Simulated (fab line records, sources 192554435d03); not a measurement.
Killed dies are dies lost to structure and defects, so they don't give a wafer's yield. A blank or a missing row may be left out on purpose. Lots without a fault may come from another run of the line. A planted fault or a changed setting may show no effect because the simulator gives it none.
Chamber matching | flow n5_finfet | N5_BEOL_M0_SAQP_PECVD_00 on pecvd-01: 3 sister chambers
The step deposits SiCN from 3MS/NH3, target thk 8 nm, time 14 s. 24 wafers are shown with their chamber, then 12 later ones without.

WAFERS WITH THEIR CHAMBER
wafer  | chamber | throttle_valve_pct (%) | rf_fwd_power_W (W) | showerhead_plenum_p_Torr (Torr)
L075.3 | 2       | 8.3                    | 200.9              | 3.681
L075.4 | 1       | 10.1                   | 196.6              | 3.673
L075.6 | 0       | 9.7                    | 200.6              | 3.672
L074.1 | 1       | 10.0                   | 196.9              | 3.664
L074.2 | 2       | 8.5                    | 200.5              | 3.674
L074.4 | 1       | 9.8                    | 197.0              | 3.666
L078.1 | 0       | 9.5                    | 199.1              | 3.666
L078.2 | 1       | 10.0                   | 196.8              | 3.678
L078.6 | 2       | 8.6                    | 199.6              | 3.676
L079.2 | 2       | 8.5                    | 201.2              | 3.672
L079.3 | 0       | 9.4                    | 200.7              | 3.671
L079.6 | 2       | 8.5                    | 201.1              | 3.671
L080.2 | 2       | 8.4                    | 200.4              | 3.670
L080.3 | 1       | 10.0                   | 197.3              | 3.672
L080.6 | 2       | 8.6                    | 199.7              | 3.680
L081.2 | 1       | 9.9                    | 196.9              | 3.673
L081.5 | 0       | 9.2                    | 200.4              | 3.665
L081.6 | 1       | 9.9                    | 196.7              | 3.678
L087.3 | 1       | 10.1                   | 196.7              | 3.678
L087.5 | 1       | 9.7                    | 196.4              | 3.679
L087.6 | 0       | 9.6                    | 199.7              | 3.668
L085.1 | 0       | 9.5                    | 199.3              | 3.669
L085.3 | 1       | 9.8                    | 196.2              | 3.672
L085.4 | 2       | 8.9                    | 200.2              | 3.670

SIGNATURES (means of the wafers above)
reading                  | chamber 0 | chamber 1 | chamber 2 | scatter within a chamber
throttle_valve_pct       | 9.483     | 9.930     | 8.537     | 0.159
rf_fwd_power_W           | 199.967   | 196.750   | 200.450   | 0.525
showerhead_plenum_p_Torr | 3.66850   | 3.67330   | 3.67425   | 0.00444
Rule: a wafer's distance from a chamber is the root of the sum, over the readings, of the square of ((its reading less the chamber's mean) divided by the reading's scatter). The wafer belongs to the nearest chamber; if the next one is less than 2 further off, it can't be placed. The scatter: the root of (the sum of the squares of (reading less its chamber's mean) over the shown wafers, divided by (wafers less chambers)).

WAFERS WITHOUT THEIR CHAMBER
wafer  | throttle_valve_pct (%) | rf_fwd_power_W (W) | showerhead_plenum_p_Torr (Torr)
L089.3 | 8.6                    | 199.5              | 3.663
L089.4 | 8.8                    | 199.6              | 3.674
L089.6 | 9.5                    | 198.7              | 3.677
L090.2 | 9.7                    | 196.0              | 3.677
L090.4 | 9.8                    | 196.1              | 3.674
L090.5 | 8.8                    | 199.8              | 3.667
L092.1 | 10.2                   | 196.7              | 3.678
L092.4 | 8.8                    | 200.9              | 3.664
L092.6 | 9.4                    | 199.4              | 3.669
L095.4 | 9.3                    | 199.1              | 3.673
L095.5 | 9.9                    | 197.5              | 3.673
L095.6 | 8.6                    | 200.2              | 3.677

WHICH CHAMBER EACH WENT THROUGH
wafer  | from the rows above     | in truth
L089.3 | 2                       | 2
L089.4 | 2                       | 2
L089.6 | can't be placed: 0 or 1 | 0
L090.2 | 1                       | 1
L090.4 | 1                       | 1
L090.5 | can't be placed: 2 or 0 | 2
L092.1 | 1                       | 1
L092.4 | can't be placed: 2 or 0 | 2
L092.6 | 0                       | 0
L095.4 | 0                       | 0
L095.5 | 1                       | 1
L095.6 | 2                       | 2
Placed correctly: 9 of 12. Can't be placed from these rows: 3 (the true chamber is among the candidates in 3). Placed wrongly: 0.
